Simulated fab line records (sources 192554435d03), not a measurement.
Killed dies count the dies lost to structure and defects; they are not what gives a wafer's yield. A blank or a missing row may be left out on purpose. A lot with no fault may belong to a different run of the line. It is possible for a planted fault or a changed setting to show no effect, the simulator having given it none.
Which tool was responsible? | flow n5-finfet | Sampling: 24 lots, 72 wafers, 6 of 1938 route steps

== WHAT EACH GAUGE READ, for each wafer ==
Not one reading of a measure or inspect step in the record can be checked against a usual standard deviation.

== TOOL THAT RAN EACH LOT (tool first, then ch and the chambers of the sampled wafers, then the start) ==
lot  | N5_BEOL_M2_SPUTTER_88        | N5_BEOL_M2_SPUTTER_90        | N5_BEOL_M3_STRIP_19                | N5_BEOL_M3_DESCUM_33               | N5_BEOL_M3_DEGAS_44          | N5_BEOL_M3_PRE_CLEAN_45
L074 | pvd-sputter-03, day 6 18:34  | pvd-sputter-03, day 6 18:47  | rie-diel-01 ch 0,3, day 6 22:52    | rie-diel-04 ch 0,3, day 6 23:31    | pvd-sputter-02, day 7 00:59  | pvd-sputter-02, day 7 01:02
L076 | pvd-sputter-02, day 7 06:21  | pvd-sputter-02, day 7 06:34  | rie-diel-04 ch 0,1,2, day 7 10:02  | rie-diel-01 ch 0,2, day 7 10:41    | pvd-sputter-01, day 7 12:13  | pvd-sputter-01, day 7 12:15
L075 | pvd-sputter-03, day 7 08:03  | pvd-sputter-03, day 7 08:16  | rie-diel-04 ch 0,1,2, day 7 11:53  | rie-diel-01 ch 0,2,3, day 7 12:48  | pvd-sputter-01, day 7 14:15  | pvd-sputter-01, day 7 14:17
L077 | pvd-sputter-01, day 8 01:26  | pvd-sputter-01, day 8 01:39  | rie-diel-01 ch 2,3, day 8 08:21    | rie-diel-01 ch 1,3, day 8 08:52    | pvd-sputter-01, day 8 12:16  | pvd-sputter-01, day 8 12:19
L079 | pvd-sputter-02, day 8 08:48  | pvd-sputter-02, day 8 09:01  | rie-diel-02 ch 0,1,2, day 8 12:35  | rie-diel-02 ch 0,2,3, day 8 13:05  | pvd-sputter-02, day 8 17:25  | pvd-sputter-02, day 8 17:28
L078 | pvd-sputter-03, day 8 09:53  | pvd-sputter-03, day 8 10:07  | rie-diel-01 ch 0,2,3, day 8 15:05  | rie-diel-02 ch 0,2,3, day 8 15:36  | pvd-sputter-01, day 8 17:56  | pvd-sputter-01, day 8 17:58
L080 | pvd-sputter-01, day 8 13:59  | pvd-sputter-01, day 8 14:13  | rie-diel-02 ch 1,2,3, day 8 18:47  | rie-diel-04 ch 0,2, day 8 19:25    | pvd-sputter-01, day 8 20:55  | pvd-sputter-01, day 8 20:58
L081 | pvd-sputter-01, day 8 16:23  | pvd-sputter-01, day 8 16:37  | rie-diel-04 ch 2,3, day 8 20:54    | rie-diel-04 ch 0,2, day 8 21:33    | pvd-sputter-03, day 8 23:31  | pvd-sputter-03, day 8 23:34
L082 | pvd-sputter-03, day 8 16:50  | pvd-sputter-03, day 8 17:03  | rie-diel-01 ch 2,3, day 8 21:10    | rie-diel-01 ch 0,2, day 8 21:53    | pvd-sputter-02, day 9 00:20  | pvd-sputter-02, day 9 00:23
L083 | pvd-sputter-02, day 8 20:40  | pvd-sputter-02, day 8 20:53  | rie-diel-01 ch 0,2,3, day 9 01:02  | rie-diel-01 ch 0,1,3, day 9 01:32  | pvd-sputter-02, day 9 03:24  | pvd-sputter-02, day 9 03:26
L084 | pvd-sputter-01, day 8 23:48  | pvd-sputter-01, day 9 00:01  | rie-diel-04 ch 0,1,2, day 9 04:07  | rie-diel-01 ch 0,1,3, day 9 04:46  | pvd-sputter-02, day 9 06:29  | pvd-sputter-02, day 9 06:31
L085 | pvd-sputter-01, day 9 13:03  | pvd-sputter-01, day 9 13:16  | rie-diel-01 ch 0,2,3, day 9 18:28  | rie-diel-02 ch 1,2,3, day 9 18:59  | pvd-sputter-03, day 10 02:24 | pvd-sputter-03, day 10 02:26
L086 | pvd-sputter-01, day 10 01:53 | pvd-sputter-01, day 10 03:47 | rie-diel-04 ch 0,1,3, day 10 06:59 | rie-diel-02 ch 0,2,3, day 10 07:44 | pvd-sputter-01, day 10 13:06 | pvd-sputter-01, day 10 13:08
L087 | pvd-sputter-03, day 10 06:47 | pvd-sputter-03, day 10 07:00 | rie-diel-02 ch 1,2,3, day 10 11:35 | rie-diel-04 ch 1,2, day 10 12:13   | pvd-sputter-01, day 10 16:17 | pvd-sputter-01, day 10 16:19
L088 | pvd-sputter-02, day 10 10:03 | pvd-sputter-02, day 10 10:16 | rie-diel-01 ch 1,2,3, day 10 14:00 | rie-diel-01 ch 0,1,2, day 10 14:38 | pvd-sputter-01, day 10 16:22 | pvd-sputter-01, day 10 16:24
L089 | pvd-sputter-02, day 10 18:10 | pvd-sputter-02, day 10 18:23 | rie-diel-02 ch 1,2, day 10 23:06   | rie-diel-02 ch 0,1,3, day 10 23:49 | pvd-sputter-02, day 11 03:16 | pvd-sputter-02, day 11 03:19
L090 | pvd-sputter-03, day 10 20:22 | pvd-sputter-03, day 10 20:35 | rie-diel-04 ch 0,2,3, day 10 23:38 | rie-diel-04 ch 0,2,3, day 11 00:08 | pvd-sputter-01, day 11 03:41 | pvd-sputter-01, day 11 03:44
L091 | pvd-sputter-02, day 10 21:02 | pvd-sputter-02, day 10 21:16 | rie-diel-04 ch 0,1, day 11 00:19   | rie-diel-01 ch 2,3, day 11 00:50   | pvd-sputter-01, day 11 03:46 | pvd-sputter-01, day 11 03:49
L092 | pvd-sputter-03, day 11 09:17 | pvd-sputter-03, day 11 09:30 | rie-diel-04 ch 1,2,3, day 11 12:34 | rie-diel-04 ch 0,1,3, day 11 13:05 | pvd-sputter-02, day 11 14:43 | pvd-sputter-02, day 11 14:46
L093 | pvd-sputter-02, day 11 13:19 | pvd-sputter-02, day 11 13:32 | rie-diel-01 ch 0,1,3, day 11 18:55 | rie-diel-04 ch 0,1,2, day 11 19:33 | pvd-sputter-02, day 11 20:55 | pvd-sputter-02, day 11 20:57
L094 | pvd-sputter-01, day 11 22:22 | pvd-sputter-01, day 11 22:35 | rie-diel-04 ch 1,2,3, day 12 03:17 | rie-diel-02 ch 0,3, day 12 03:49   | pvd-sputter-02, day 12 06:02 | pvd-sputter-02, day 12 06:04
L095 | pvd-sputter-01, day 12 00:51 | pvd-sputter-01, day 12 01:04 | rie-diel-01 ch 1,2, day 12 04:59   | rie-diel-02 ch 0,3, day 12 06:08   | pvd-sputter-01, day 12 14:12 | pvd-sputter-01, day 12 14:14
L096 | pvd-sputter-03, day 12 02:37 | pvd-sputter-03, day 12 05:01 | rie-diel-04 ch 0,2,3, day 12 09:50 | rie-diel-02 ch 2,3, day 12 10:28   | pvd-sputter-01, day 12 19:24 | pvd-sputter-01, day 12 19:26
L097 | pvd-sputter-02, day 12 15:51 | pvd-sputter-02, day 12 16:04 | rie-diel-01 ch 0,1,2, day 12 19:46 | rie-diel-01 ch 2,3, day 12 20:24   | pvd-sputter-02, day 12 23:07 | pvd-sputter-02, day 12 23:10
- N5_BEOL_M2_SPUTTER_88: material Cu, target thk 4.5 nm, time 8.29 s.
- N5_BEOL_M2_SPUTTER_90: material Cu, target thk 4.5 nm, time 8.29 s.
- N5_BEOL_M3_STRIP_19: strips in O2.
- N5_BEOL_M3_DESCUM_33: chemistry O2, time 7 s.
- N5_BEOL_M3_DEGAS_44: time 60 s.
- N5_BEOL_M3_PRE_CLEAN_45: time 30 s.

== AS READ BY THE TOOLS THEMSELVES (means over the sampled wafers that have a number; for cases with no such wafer, the mark the record gives instead) ==
N5_BEOL_M2_SPUTTER_88. Usual: throttle-valve-pct at 30.2 %, with a standard deviation of 1.1.
lot  | tool           | throttle-valve-pct (%) | flag
L074 | pvd-sputter-03 | 29.6                   |
L076 | pvd-sputter-02 | 30.6                   |
L075 | pvd-sputter-03 | 29.0                   |
L077 | pvd-sputter-01 | 30.1                   |
L079 | pvd-sputter-02 | 29.9                   |
L078 | pvd-sputter-03 | 28.6                   |
L080 | pvd-sputter-01 | 30.7                   |
L081 | pvd-sputter-01 | 30.1                   |
L082 | pvd-sputter-03 | 29.4                   |
L083 | pvd-sputter-02 | 30.1                   |
L084 | pvd-sputter-01 | 31.1                   |
L085 | pvd-sputter-01 | 31.2                   |
L086 | pvd-sputter-01 | 31.3                   |
L087 | pvd-sputter-03 | 28.6                   |
L088 | pvd-sputter-02 | 29.6                   |
L089 | pvd-sputter-02 | 31.1                   |
L090 | pvd-sputter-03 | 30.1                   |
L091 | pvd-sputter-02 | 30.6                   |
L092 | pvd-sputter-03 | 29.4                   |
L093 | pvd-sputter-02 | 30.3                   |
L094 | pvd-sputter-01 | 30.7                   |
L095 | pvd-sputter-01 | 30.7                   |
L096 | pvd-sputter-03 | 29.6                   |
L097 | pvd-sputter-02 | 30.3                   |

N5_BEOL_M2_SPUTTER_90. Usual: throttle-valve-pct at 30.2 %, with a standard deviation of 1.1.
lot  | tool           | throttle-valve-pct (%) | flag
L074 | pvd-sputter-03 | 29.6                   |
L076 | pvd-sputter-02 | 30.7                   |
L075 | pvd-sputter-03 | 29.0                   |
L077 | pvd-sputter-01 | 30.0                   |
L079 | pvd-sputter-02 | 29.8                   |
L078 | pvd-sputter-03 | 28.7                   |
L080 | pvd-sputter-01 | 30.7                   |
L081 | pvd-sputter-01 | 30.3                   |
L082 | pvd-sputter-03 | 29.4                   |
L083 | pvd-sputter-02 | 30.4                   |
L084 | pvd-sputter-01 | 31.1                   |
L085 | pvd-sputter-01 | 31.2                   |
L086 | pvd-sputter-01 | 31.2                   |
L087 | pvd-sputter-03 | 28.8                   |
L088 | pvd-sputter-02 | 29.5                   |
L089 | pvd-sputter-02 | 31.0                   |
L090 | pvd-sputter-03 | 30.3                   |
L091 | pvd-sputter-02 | 30.7                   |
L092 | pvd-sputter-03 | 29.3                   |
L093 | pvd-sputter-02 | 30.4                   |
L094 | pvd-sputter-01 | 30.8                   |
L095 | pvd-sputter-01 | 30.7                   |
L096 | pvd-sputter-03 | 29.7                   |
L097 | pvd-sputter-02 | 30.1                   |

N5_BEOL_M3_STRIP_19. Usual: chamber-pressure-mTorr is 30.000 mTorr with standard deviation 0.025, drypump-motor-current-A is 5.4 A with standard deviation 0.41, oes-product-au is 0.81 a.u. with standard deviation 0.11, rf-vpp-V is 3.7 V with standard deviation 0.46, showerhead-plenum-p-Torr is 2.12 Torr with standard deviation 0.072, temp-c is 40.00 C with standard deviation 0.13, and throttle-valve-pct is 16.59 % with standard deviation 0.28.
lot  | tool        | chamber-pressure-mTorr (mTorr) | drypump-motor-current-A (A) | oes-product-au (a.u.) | rf-vpp-V (V) | showerhead-plenum-p-Torr (Torr) | temp-c (C) | throttle-valve-pct (%) | flag
L074 | rie-diel-01 | 30.029                         | 5.4                         | 0.81                  | 3.6          | 2.21                            | 40.08      | 16.62                  |
L076 | rie-diel-04 | 29.985                         | 5.1                         | 0.87                  | 3.5          | 2.14                            | 40.00      | 16.46                  |
L075 | rie-diel-04 | 29.993                         | 5.1                         | 0.86                  | 3.6          | 2.14                            | 40.02      | 16.46                  |
L077 | rie-diel-01 | 29.974                         | 5.6                         | 0.70                  | 3.4          | 2.14                            | 40.03      | 16.69                  |
L079 | rie-diel-02 | 29.970                         | 5.7                         | 0.72                  | 3.7          | 2.13                            | 40.06      | 16.63                  |
L078 | rie-diel-01 | 30.000                         | 5.5                         | 0.74                  | 3.4          | 2.16                            | 40.00      | 16.71                  |
L080 | rie-diel-02 | 30.006                         | 5.2                         | 0.78                  | 3.7          | 2.10                            | 40.00      | 16.66                  |
L081 | rie-diel-04 | 30.022                         | 5.5                         | 0.77                  | 3.7          | 2.07                            | 40.11      | 16.87                  |
L082 | rie-diel-01 | 29.985                         | 5.5                         | 0.71                  | 3.7          | 2.11                            | 40.03      | 16.78                  |
L083 | rie-diel-01 | 29.997                         | 5.5                         | 0.74                  | 3.2          | 2.16                            | 39.90      | 16.71                  |
L084 | rie-diel-04 | 29.999                         | 5.1                         | 0.95                  | 3.6          | 2.14                            | 40.06      | 16.34                  |
L085 | rie-diel-01 | 29.995                         | 5.5                         | 0.73                  | 3.5          | 2.15                            | 39.99      | 16.72                  |
L086 | rie-diel-04 | 30.009                         | 5.5                         | 0.85                  | 4.1          | 2.06                            | 39.90      | 16.58                  |
L087 | rie-diel-02 | 30.012                         | 5.2                         | 0.76                  | 4.2          | 2.09                            | 39.99      | 16.68                  |
L088 | rie-diel-01 | 29.986                         | 5.7                         | 0.78                  | 4.3          | 2.10                            | 39.98      | 16.56                  |
L089 | rie-diel-02 | 29.993                         | 5.4                         | 0.73                  | 3.7          | 2.14                            | 40.04      | 16.76                  |
L090 | rie-diel-04 | 29.987                         | 5.4                         | 0.82                  | 3.5          | 2.09                            | 39.91      | 16.67                  |
L091 | rie-diel-04 | 30.017                         | 5.2                         | 0.95                  | 3.2          | 2.11                            | 39.93      | 16.27                  |
L092 | rie-diel-04 | 30.017                         | 5.2                         | 0.83                  | 3.5          | 2.11                            | 39.88      | 16.58                  |
L093 | rie-diel-01 | 29.990                         | 5.7                         | 0.81                  | 3.8          | 2.14                            | 40.02      | 16.51                  |
L094 | rie-diel-04 | 30.003                         | 5.2                         | 0.83                  | 3.9          | 2.11                            | 40.02      | 16.59                  |
L095 | rie-diel-01 | 30.015                         | 5.6                         | 0.77                  | 3.7          | 2.07                            | 40.00      | 16.65                  |
L096 | rie-diel-04 | 29.988                         | 5.3                         | 0.80                  | 3.7          | 2.08                            | 40.00      | 16.69                  |
L097 | rie-diel-01 | 30.018                         | 5.6                         | 0.80                  | 4.2          | 2.11                            | 40.14      | 16.59                  |

N5_BEOL_M3_DESCUM_33. Usual: chamber-pressure-mTorr is 20.002 mTorr with standard deviation 0.018, drypump-motor-current-A is 5.5 A with standard deviation 0.48, oes-product-au is 0.81 a.u. with standard deviation 0.11, rf-vpp-V is 243.4 V with standard deviation 1.4, showerhead-plenum-p-Torr is 2.11 Torr with standard deviation 0.067, temp-c is 40.01 C with standard deviation 0.1, and throttle-valve-pct is 20.31 % with standard deviation 0.28.
lot  | tool        | chamber-pressure-mTorr (mTorr) | drypump-motor-current-A (A) | oes-product-au (a.u.) | rf-vpp-V (V) | showerhead-plenum-p-Torr (Torr) | temp-c (C) | throttle-valve-pct (%) | flag
L074 | rie-diel-04 | 20.018                         | 5.6                         | 0.90                  | 241.1        | 2.04                            | 39.95      | 20.43                  |
L076 | rie-diel-01 | 20.016                         | 5.4                         | 0.76                  | 243.3        | 2.13                            | 40.03      | 20.50                  |
L075 | rie-diel-01 | 19.995                         | 5.5                         | 0.75                  | 243.4        | 2.16                            | 39.97      | 20.42                  |
L077 | rie-diel-01 | 20.020                         | 5.9                         | 0.90                  | 243.5        | 2.09                            | 40.01      | 20.00                  |
L079 | rie-diel-02 | 20.004                         | 5.5                         | 0.76                  | 243.3        | 2.08                            | 39.97      | 20.31                  |
L078 | rie-diel-02 | 19.997                         | 5.5                         | 0.76                  | 243.6        | 2.08                            | 40.12      | 20.31                  |
L080 | rie-diel-04 | 19.993                         | 4.9                         | 0.91                  | 244.0        | 2.16                            | 40.07      | 20.19                  |
L081 | rie-diel-04 | 19.999                         | 4.9                         | 0.91                  | 243.9        | 2.16                            | 40.03      | 20.19                  |
L082 | rie-diel-01 | 20.017                         | 5.3                         | 0.78                  | 244.1        | 2.17                            | 40.02      | 20.49                  |
L083 | rie-diel-01 | 19.993                         | 5.7                         | 0.83                  | 243.8        | 2.14                            | 39.89      | 20.21                  |
L084 | rie-diel-01 | 20.014                         | 5.6                         | 0.84                  | 244.1        | 2.14                            | 39.90      | 20.21                  |
L085 | rie-diel-02 | 19.993                         | 5.2                         | 0.77                  | 243.3        | 2.09                            | 40.06      | 20.42                  |
L086 | rie-diel-02 | 20.005                         | 5.6                         | 0.83                  | 242.5        | 2.08                            | 40.09      | 20.16                  |
L087 | rie-diel-04 | 20.010                         | 5.0                         | 0.95                  | 244.0        | 2.15                            | 40.03      | 20.00                  |
L088 | rie-diel-01 | 20.002                         | 5.6                         | 0.82                  | 243.8        | 2.11                            | 40.10      | 20.31                  |
L089 | rie-diel-02 | 20.007                         | 5.7                         | 0.84                  | 243.4        | 2.11                            | 40.05      | 20.24                  |
L090 | rie-diel-04 | 20.012                         | 5.3                         | 0.82                  | 242.6        | 2.08                            | 39.99      | 20.44                  |
L091 | rie-diel-01 | 20.003                         | 5.5                         | 0.70                  | 243.0        | 2.10                            | 40.06      | 20.51                  |
L092 | rie-diel-04 | 19.988                         | 5.5                         | 0.84                  | 243.4        | 2.05                            | 40.06      | 20.37                  |
L093 | rie-diel-04 | 20.011                         | 5.1                         | 0.90                  | 244.2        | 2.12                            | 40.08      | 20.14                  |
L094 | rie-diel-02 | 19.998                         | 5.5                         | 0.86                  | 242.4        | 2.06                            | 39.98      | 20.21                  |
L095 | rie-diel-02 | 20.003                         | 6.0                         | 0.89                  | 243.6        | 2.10                            | 40.00      | 20.00                  |
L096 | rie-diel-02 | 19.999                         | 5.0                         | 0.78                  | 242.2        | 2.04                            | 39.89      | 20.40                  |
L097 | rie-diel-01 | 19.984                         | 5.6                         | 0.68                  | 243.5        | 2.12                            | 39.99      | 20.44                  |

N5_BEOL_M3_DEGAS_44. Usual: heater-power-w at 377 W, with a standard deviation of 46.
lot  | tool           | heater-power-w (W) | flag
L074 | pvd-sputter-02 | 362                |
L076 | pvd-sputter-01 | 365                |
L075 | pvd-sputter-01 | 417                |
L077 | pvd-sputter-01 | 363                |
L079 | pvd-sputter-02 | 376                |
L078 | pvd-sputter-01 | 372                |
L080 | pvd-sputter-01 | 368                |
L081 | pvd-sputter-03 | 357                |
L082 | pvd-sputter-02 | 345                |
L083 | pvd-sputter-02 | 397                |
L084 | pvd-sputter-02 | 371                |
L085 | pvd-sputter-03 | 348                |
L086 | pvd-sputter-01 | 373                |
L087 | pvd-sputter-01 | 394                |
L088 | pvd-sputter-01 | 366                |
L089 | pvd-sputter-02 | 427                |
L090 | pvd-sputter-01 | 387                |
L091 | pvd-sputter-01 | 367                |
L092 | pvd-sputter-02 | 345                |
L093 | pvd-sputter-02 | 424                |
L094 | pvd-sputter-02 | 377                |
L095 | pvd-sputter-01 | 374                |
L096 | pvd-sputter-01 | 365                |
L097 | pvd-sputter-02 | 398                |

N5_BEOL_M3_PRE_CLEAN_45. Usual: heater-power-w at 377 W, with a standard deviation of 47.
lot  | tool           | heater-power-w (W) | flag
L074 | pvd-sputter-02 | 358                |
L076 | pvd-sputter-01 | 367                |
L075 | pvd-sputter-01 | 421                |
L077 | pvd-sputter-01 | 357                |
L079 | pvd-sputter-02 | 379                |
L078 | pvd-sputter-01 | 369                |
L080 | pvd-sputter-01 | 375                |
L081 | pvd-sputter-03 | 355                |
L082 | pvd-sputter-02 | 341                |
L083 | pvd-sputter-02 | 406                |
L084 | pvd-sputter-02 | 374                |
L085 | pvd-sputter-03 | 346                |
L086 | pvd-sputter-01 | 363                |
L087 | pvd-sputter-01 | 397                |
L088 | pvd-sputter-01 | 366                |
L089 | pvd-sputter-02 | 424                |
L090 | pvd-sputter-01 | 392                |
L091 | pvd-sputter-01 | 367                |
L092 | pvd-sputter-02 | 349                |
L093 | pvd-sputter-02 | 427                |
L094 | pvd-sputter-02 | 380                |
L095 | pvd-sputter-01 | 368                |
L096 | pvd-sputter-01 | 369                |
L097 | pvd-sputter-02 | 389                |

== THE ANSWER, worked out from the rows above alone ==
Rule: a lot is off if the mean of its wafers that have a number lies more than 3 standard deviations from the usual mean. A lot without any number at a reading at which 4 lots or more have one is off too. All remaining lots with rows at the step are treated as sound. After the gauges, taken in route order, come the tools' own readings; for these a lot's mean is taken, as printed above. The first step at which some lot is off is used, and at that step the reading that is off furthest; a lot without a number counts as furthest.
None of the lots is off at any reading shown; this tells nothing.

== WHAT THE SIMULATOR PUT IN ==
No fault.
